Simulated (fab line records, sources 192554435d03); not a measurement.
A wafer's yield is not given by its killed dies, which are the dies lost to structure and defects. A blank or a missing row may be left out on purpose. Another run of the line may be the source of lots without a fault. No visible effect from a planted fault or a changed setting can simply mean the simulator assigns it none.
3 desks looking at one fault	flow n5 finfet	every desk sees just its own numbers, and what lay behind them comes last

METROLOGY DESK
What the gauges read for every lot (on any tool): the sampled wafers with a number, averaged. Marked OUT: a lot whose mean sits more than 4 standard deviations from the usual mean, which makes it out of limits; the brackets give that distance.
Columns: A = cd nm at N5_PASSIVATION_CD_MEAS_44, usual 40000 nm; B = PASS_OPEN_OVL at N5_PASSIVATION_OVL_MEAS_66, usual 1 nm
lot	first seen here	A	B
L355	day 12 07:44	39997	3
L359	day 13 07:22	40002	-5
L367	day 14 20:52	39996	-1
L368	day 15 06:31	39998	1
L370	day 15 22:38	40000	-4
L373	day 16 10:18	39997	3
L378	day 17 16:36	40003	8
This desk found nothing out of limits on any of the 7 lots.

TOOL OWNER'S DESK, rie diel-02
The tool's own readings at N5_PASSIVATION_PASS_ETCH_47 (etches SiNx in CF4/O2, target depth 770 nm, time 385 s): means of the sampled wafers that have a number, for each lot that ran on this tool. Marked OUT: a lot whose mean sits more than 4 standard deviations from the usual mean, which makes it out of limits; the brackets give that distance. Of its 9 readings 7 are shown: those that lie furthest out on some lot.
Columns: A = mfc ar sccm at N5_PASSIVATION_PASS_ETCH_47, usual 100.0 sccm; B = oes_f_703_au at N5_PASSIVATION_PASS_ETCH_47, usual 0.80 a.u.; C = oes_o_777_au at N5_PASSIVATION_PASS_ETCH_47, usual 0.80 a.u.; D = oes product au at N5_PASSIVATION_PASS_ETCH_47, usual 0.80 a.u.; E = rf vpp V at N5_PASSIVATION_PASS_ETCH_47, usual 241.3 V; F = showerhead plenum p Torr at N5_PASSIVATION_PASS_ETCH_47, usual 2.18 Torr; G = throttle valve pct at N5_PASSIVATION_PASS_ETCH_47, usual 15.85 %
lot	first seen here	A	B	C	D	E	F	G
L355	day 12 07:51	99.7	0.79	0.79	0.78	239.9	2.18	15.65
L367	day 14 21:13	100.0	0.93	0.93	1.00	242.6	2.25	15.72
L368	day 15 06:38	99.9	0.86	0.86	0.94	240.9	2.20	15.94
L370	day 15 22:45	100.1	0.80	0.81	0.84	237.9	2.13	15.48
This desk found nothing out of limits on any of the 4 lots.

THE DEFECT DESK
For each lot, the counts of the inspections along the route, averaged over the sampled wafers that have a number. Marked OUT: a lot whose mean sits more than 4 standard deviations from the usual mean, which makes it out of limits; the brackets give that distance.
Columns: A = raw defect count at N5_PASSIVATION_INSPECT_67, usual 2.0
lot	first seen here	A
L355	day 12 07:47	1.7
L359	day 13 07:25	1.7
L367	day 14 20:55	3.0
L368	day 15 06:34	2.0
L370	day 15 22:41	2.5
L373	day 16 10:22	2.3
L378	day 17 16:39	3.0
This desk found nothing out of limits on any of the 7 lots.

BROUGHT TOGETHER
At the metrology desk, nothing out of limits was observed.
The desk of the tool owner found nothing out of limits.
No out-of-limits result turned up at the defect desk.

WHAT THE SIMULATOR HAD INSERTED
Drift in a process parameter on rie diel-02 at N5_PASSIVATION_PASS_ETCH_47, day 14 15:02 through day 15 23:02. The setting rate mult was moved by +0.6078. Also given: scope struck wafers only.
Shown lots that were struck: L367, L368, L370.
